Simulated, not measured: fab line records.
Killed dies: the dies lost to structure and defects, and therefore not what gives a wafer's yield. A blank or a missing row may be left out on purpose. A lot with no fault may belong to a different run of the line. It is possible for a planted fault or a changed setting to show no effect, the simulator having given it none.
Problem report, 8D (eight disciplines) form, completed by code | flow n5 finfet | the parts of the form that need people (team, actions taken, sign-off) are left out

== 1. THE ISSUE ==
raw defect count at N5_MOL_CONTACT_COAG_INSPECT_57 reads a mean of 790 on 2 wafers of 2 lots; wafers without a fault read 219 with a standard deviation of 62. Measured from the usual mean, that is +9.2 standard deviations.
The step: inspects for defects (brightfield).
First observed at day 8 05:13: wafer L534.5, on defect inspect-01. The record has a number at this step for 27 wafers belonging to 9 lots. Rule for "out", or "out of limits": more than 4 standard deviations from the usual mean. Any other wafer with a number is counted as sound.

== 2. WHAT IT IS AND WHAT IT IS NOT ==
question                    | is                | is not
which readings at this step | raw defect count  | -
which lots                  | L534, L538        | L526, L528, L532, L539, L542, L544, L545
which wafers of those lots  | L534.5, L538.4    | L534.1, L534.4, L538.1, L538.6
read on which gauges        | defect inspect-01 | defect inspect-02
when                        | from day 8 05:13  | up to then (11 sound wafers); but 14 sound wafers of L538, L539, L542, L544, L545 came after

== 3. THE SUSPECTS, EACH WITH WHAT RULES IT OUT ==
Counting: a tool at a process step up to the reading stays a suspect if it ran every lot that is out. Sound lots after the first of them don't rule it out here, since some wafers of a struck lot are sound.
- the gauge at N5_MOL_CONTACT_COAG_INSPECT_57: ruled out. All the wafers that are out were read on defect inspect-01, but those of them that N5_PASSIVATION_PROBE_49 has rows for are out there too, on other tools.
- pvd sputter-02 at N5_MOL_CONTACT_COAG_PRE_CLEAN_141 (time 60 s): kept. It ran every lot that is out, first L534 (day 7 22:31); its last sound lot up to then is L528 (day 6 07:43).
- cmp-01 at N5_MOL_CONTACT_COAG_CMP_28 (polishes, stops on SiNx, t overpolish 0.85 s, target thk 14.522 nm): kept. It ran every lot that is out, first L534 (day 8 03:49); its last sound lot up to then is L528 (day 6 12:35).
- In cmp-01 at N5_MOL_CONTACT_COAG_CMP_28, the wafers that are out were processed in chamber 2 and their sound lot-mates in chambers 0, 1, 3.
Remaining after the count are pvd sputter-02 at N5_MOL_CONTACT_COAG_PRE_CLEAN_141 and cmp-01 at N5_MOL_CONTACT_COAG_CMP_28.

== 4. THE CAUSE (what the simulator had put in) ==
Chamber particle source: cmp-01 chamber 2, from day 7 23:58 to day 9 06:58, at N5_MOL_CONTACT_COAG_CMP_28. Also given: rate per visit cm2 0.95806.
Counting leaves 2 suspects; this tool is one of them.

== 5. THE CHAIN OF EFFECTS, in route order ==
Each row: a reading whose mean over the struck wafers that have a number lies more than 3 standard deviations from the usual. Only readings for which the record gives a usual standard deviation are gone through. hours: the time from each lot's start at the first step in this table that gives one to its start at this step, as a median over the lots. sigmas: the change in usual standard deviations.
hours | step                           | reading              | usual  | on struck wafers | change | sigmas
0     | N5_MOL_CONTACT_COAG_INSPECT_57 | raw defect count     | 219    | 790              | +572   | +9.2
165   | N5_PASSIVATION_PROBE_49        | defect limited yield | 91.4 % | 53.9             | -37.5  | -23
165   | N5_PASSIVATION_PROBE_49        | killed at contacts   | 11     | 478              | +468   | +75
165   | N5_PASSIVATION_PROBE_49        | killed dies          | 101    | 544              | +443   | +23
165   | N5_PASSIVATION_PROBE_49        | killed on rim        | 13     | 64               | +50    | +12
165   | N5_PASSIVATION_PROBE_49        | sort_bin_5_function  | 5.0 %  | 28.8             | +23.8  | +24
165   | N5_PASSIVATION_PROBE_49        | sort_bin_6_memory    | 3.2 %  | 14.7             | +11.4  | +15
165   | N5_PASSIVATION_PROBE_49        | sort n pass          | 1079   | 636              | -443   | -23
165   | N5_PASSIVATION_PROBE_49        | sort yield pct       | 91.4 % | 53.9             | -37.5  | -23
The process steps in it:
- N5_PASSIVATION_PROBE_49
Later steps that measure or inspect, where all struck wafers having a row at the step show a number for every such reading and not one has moved that far: N5_BEOL_M4_RC_MEAS_101.

== 6. HOW IT WOULD HAVE BEEN CAUGHT EARLIER ==
5 hours passed between the start of the fault at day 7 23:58 and the first reading out of limits at a measuring or inspecting step in this record, taken at day 8 05:13.
No tool reading at N5_MOL_CONTACT_COAG_CMP_28 that has a usual standard deviation in the record was out on any struck wafer, so an alarm limit of 4 standard deviations on those readings would not have fired.
Lots out: 2; of these, L538 started N5_MOL_CONTACT_COAG_CMP_28 on cmp-01 after day 8 05:13. It would have been spared by a hold on the tool at that moment.
